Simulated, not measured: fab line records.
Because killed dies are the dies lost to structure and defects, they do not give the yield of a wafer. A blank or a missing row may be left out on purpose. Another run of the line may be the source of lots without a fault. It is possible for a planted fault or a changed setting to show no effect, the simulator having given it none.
Problem report in the 8D (eight disciplines) form, filled by code :: flow nand harc :: the parts of the form that need people (team, actions taken, sign-off) are left out

## 1. WHAT WENT WRONG
Mean of killed at array at NHARC_END_SORT_01: 456 across 2 wafers in 2 lots; on wafers with no fault it is 51 (standard deviation 18). That puts it +23 standard deviations away from the usual mean.
First observed at day 33 12:31: wafer L690.5, on prober-02. At this step, 6 wafers from 2 lots have a number in the record. Rule for "out", or "out of limits": more than 4 standard deviations from the usual mean. The rest of the wafers with a number are treated as sound.

## 2. WHAT IT IS; WHAT IT IS NOT
question: which readings at this step
is: killed at array, killed dies
is not: killed at other, killed at periphery, killed open

question: which lots
is: L690, L691
is not: -

question: which wafers of those lots
is: L690.5, L691.2
is not: L690.4, L690.6, L691.3, L691.6

question: read on which gauges
is: prober-01, prober-02
is not: -

question: when
is: from day 33 12:31
is not: up to then (1 sound wafer); but 3 sound wafers of L690, L691 came after

## 3. WHAT RULES OUT EACH SUSPECT
Counting: any tool at a process step up to the reading remains a suspect provided it ran every lot that is out. Sound lots after the first of them don't rule it out here, since some wafers of a struck lot are sound.
- ruled out: the gauge at NHARC_END_SORT_01. Those wafers that are out were read across 2 gauges (prober-01, prober-02).
- rie diel-03 at NHARC_A_CONTACT_DESCUM_47 (chemistry O2, time 3 s): kept. It ran every lot that is out, first L690 (day 30 05:50).
- rie diel-03 at NHARC_A_CONTACT_ETCH_48 (etches the open film in CF4, target depth 39 nm, time 65 s): kept. It ran every lot that is out, first L690 (day 30 05:56). Out on those wafers are its own readings of oes product au.
The count leaves rie diel-03 at NHARC_A_CONTACT_ETCH_48 and rie diel-03 at NHARC_A_CONTACT_DESCUM_47.

## 4. THE CAUSE (what the simulator had put in)
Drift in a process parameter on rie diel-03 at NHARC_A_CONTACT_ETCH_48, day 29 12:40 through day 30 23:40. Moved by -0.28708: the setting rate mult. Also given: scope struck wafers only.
Of the 2 suspects that counting leaves, this tool is one.

## 5. SEQUENCE OF EFFECTS, ordered by route
Each row: a reading whose mean over the struck wafers that have a number lies more than 3 standard deviations from the usual. Only readings whose record carries a usual standard deviation are examined. hours: median over the lots of the time between each lot's start at the first step of this table that gives one and its start at this step. sigmas: the change, counted in usual standard deviations.
hours: 0
step: NHARC_A_CONTACT_ETCH_48
reading: oes product au
usual: 0.999 a.u.
on struck wafers: 0.826
change: -0.173
sigmas: -16

hours: 75
step: NHARC_END_SORT_01
reading: killed at array
usual: 51
on struck wafers: 456
change: +406
sigmas: +23

hours: 75
step: NHARC_END_SORT_01
reading: killed dies
usual: 55
on struck wafers: 462
change: +408
sigmas: +21
Process steps it contains:
- NHARC_A_CONTACT_ETCH_48: etches the open film in CF4, target depth 39 nm, time 65 s.

## 6. WHAT WOULD HAVE CAUGHT IT SOONER
96 hours passed between the start of the fault at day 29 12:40 and the first reading out of limits at a measuring or inspecting step in this record, taken at day 33 12:31.
The tool's own readings at NHARC_A_CONTACT_ETCH_48 were out on every struck wafer that the step has a row for (oes product au): an alarm limit on them would have fired on the first of those.
By day 33 12:31, every lot that is out (2) had started NHARC_A_CONTACT_ETCH_48 on rie diel-03. A hold on the tool at that time would have spared none of them.
